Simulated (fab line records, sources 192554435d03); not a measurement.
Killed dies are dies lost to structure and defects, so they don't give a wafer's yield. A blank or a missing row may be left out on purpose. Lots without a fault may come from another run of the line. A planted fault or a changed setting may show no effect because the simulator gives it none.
Problem report in the 8D (eight disciplines) form, filled by code | flow n5_finfet | the parts of the form that need people (team, actions taken, sign-off) are left out

1. THE PROBLEM
run_length_s at N5_BEOL_M1_VIA_ETCH_34 reads a mean of 78.4 s on 3 wafers of 2 lots; wafers without a fault read 87.8 s with a standard deviation of 0.52. That is -18 standard deviations from the usual mean.
The step: etches the open film in C4F6/O2, target depth 67.8 nm, time 64.4 s.
First seen on wafer L940.1, day 8 02:42, on rie_diel-02. The record holds 26 wafers of 9 lots with a number at this step. Rule for "out", or "out of limits": more than 4 standard deviations from the usual mean. The other wafers with a number count as sound.

2. WHAT IT IS AND WHAT IT IS NOT
question                    | is                     | is not
which readings at this step | run_length_s           | chamber_pressure_mTorr, drypump_motor_current_A, oes_product_au, rf_vpp_V, showerhead_plenum_p_Torr, throttle_valve_pct
which lots                  | L940, L942             | L932, L933, L938, L952, L953, L954, L955
which wafers of those lots  | L940.1, L940.2, L942.1 | L940.4, L942.5, L942.6
read on which tools         | rie_diel-02            | rie_diel-04, rie_diel-06
when                        | from day 8 02:42       | up to then (10 sound wafers); but 13 sound wafers of L942, L952, L953, L954, L955 came after

3. SUSPECTS, AND WHAT RULES EACH OUT
Counting: a tool at a process step up to the reading stays a suspect if it ran every lot that is out. Sound lots after the first of them don't rule it out here, since some wafers of a struck lot are sound.
- rie_diel-02 at N5_BEOL_M1_VIA_ETCH_34 (etches the open film in C4F6/O2, target depth 67.8 nm, time 64.4 s): kept. It ran every lot that is out, first L940 (day 8 02:42); its last sound lot up to then is L933 (day 6 15:14). Its own readings are out on those wafers: run_length_s.
Left after counting: rie_diel-02 at N5_BEOL_M1_VIA_ETCH_34.

4. THE CAUSE (what the simulator had put in)
Process parameter drift: rie_diel-02, from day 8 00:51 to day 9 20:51, at N5_BEOL_M1_VIA_ETCH_34. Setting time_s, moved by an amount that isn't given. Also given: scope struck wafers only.
Counting left only this tool.

5. THE CHAIN OF EFFECTS, in route order
Each row: a reading whose mean over the struck wafers that have a number lies more than 3 standard deviations from the usual. Only readings for which the record gives a usual standard deviation are gone through. hours: the time from each lot's start at the first step in this table that gives one to its start at this step, as a median over the lots. sigmas: the change in usual standard deviations.
hours | step                   | reading      | usual  | on struck wafers | change | sigmas
0     | N5_BEOL_M1_VIA_ETCH_34 | run_length_s | 87.8 s | 78.4             | -9.4   | -18
The process steps in it:
- N5_BEOL_M1_VIA_ETCH_34: etches the open film in C4F6/O2, target depth 67.8 nm, time 64.4 s.
Later measuring or inspecting steps at which every struck wafer that the step has a row for has a number for every such reading, and none has moved that far: N5_BEOL_M1_OCD_MEAS_38, N5_BEOL_M4_RC_MEAS_101.

6. WHAT WOULD HAVE CAUGHT IT SOONER
In this record the first reading out of limits was taken at day 8 02:42, 2 hours after the fault began at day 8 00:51.
